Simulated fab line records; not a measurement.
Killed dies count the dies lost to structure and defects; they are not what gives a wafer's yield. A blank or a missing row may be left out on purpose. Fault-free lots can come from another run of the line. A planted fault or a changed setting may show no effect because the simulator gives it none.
Chamber matching | flow n5-finfet | N5_BEOL_M12_DESCUM_15 on rie-diel-01 has 4 sister chambers
The step chemistry O2, time 7.9 s. 18 wafers are shown with their chamber, then 9 later ones without.

== WAFERS, EACH WITH ITS CHAMBER ==
wafer  | chamber | showerhead-plenum-p-Torr (Torr) | drypump-motor-current-A (A) | throttle-valve-pct (%)
L074.1 | 0       | 2.10                            | 5.7                         | 20.37
L074.4 | 3       | 2.04                            | 6.3                         | 20.53
L074.6 | 0       | 2.10                            | 5.8                         | 20.37
L076.2 | 2       | 2.22                            | 5.3                         | 20.35
L076.3 | 1       | 2.21                            | 5.1                         | 20.39
L076.5 | 3       | 2.04                            | 6.3                         | 20.51
L075.1 | 0       | 2.10                            | 5.8                         | 20.38
L075.4 | 3       | 2.04                            | 6.3                         | 20.53
L075.5 | 2       | 2.22                            | 5.4                         | 20.35
L077.1 | 1       | 2.21                            | 5.1                         | 20.40
L077.4 | 2       | 2.22                            | 5.3                         | 20.34
L077.5 | 0       | 2.10                            | 5.7                         | 20.38
L079.4 | 0       | 2.10                            | 5.7                         | 20.37
L079.5 | 3       | 2.04                            | 6.3                         | 20.52
L079.6 | 2       | 2.22                            | 5.4                         | 20.37
L087.4 | 1       | 2.20                            | 5.1                         | 20.43
L087.5 | 0       | 2.09                            | 5.7                         | 20.40
L087.6 | 3       | 2.04                            | 6.3                         | 20.56

SIGNATURES (means of the wafers above)
reading                  | chamber 0 | chamber 1 | chamber 2 | chamber 3 | scatter within a chamber
showerhead-plenum-p-Torr | 2.0983    | 2.2067    | 2.2200    | 2.0400    | 0.00327
drypump-motor-current-A  | 5.733     | 5.100     | 5.350     | 6.300     | 0.0408
throttle-valve-pct       | 20.3783   | 20.4067   | 20.3525   | 20.5300   | 0.0156
Rule: a wafer's distance from a chamber is the root of the sum, over the readings, of the square of ((its reading less the chamber's mean) divided by the reading's scatter). The wafer belongs to the nearest chamber; if the next one is less than 2 further off, it can't be placed. The scatter: the root of (the sum of the squares of (reading less its chamber's mean) over the shown wafers, divided by (wafers less chambers)).

== WAFERS MISSING THEIR CHAMBER ==
wafer  | showerhead-plenum-p-Torr (Torr) | drypump-motor-current-A (A) | throttle-valve-pct (%)
L095.1 | 2.19                            | 5.1                         | 20.45
L095.3 | 2.20                            | 5.4                         | 20.40
L095.6 | 2.03                            | 6.3                         | 20.60
L096.2 | 2.19                            | 5.1                         | 20.46
L096.4 | 2.20                            | 5.3                         | 20.41
L096.6 | 2.20                            | 5.4                         | 20.42
L097.1 | 2.19                            | 5.1                         | 20.45
L097.2 | 2.20                            | 5.4                         | 20.43
L097.5 | 2.20                            | 5.3                         | 20.42

== EACH ONE'S CHAMBER ==
wafer  | from the rows above     | in truth
L095.1 | 1                       | 1
L095.3 | can't be placed: 2 or 1 | 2
L095.6 | 3                       | 3
L096.2 | 1                       | 1
L096.4 | can't be placed: 1 or 2 | 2
L096.6 | can't be placed: 2 or 1 | 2
L097.1 | 1                       | 1
L097.2 | can't be placed: 1 or 2 | 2
L097.5 | 1                       | 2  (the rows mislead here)
Placed correctly: 4 of 9. Cannot be placed on the basis of these rows: 4; the candidates contain the true chamber in 4. Number placed wrongly: 1.
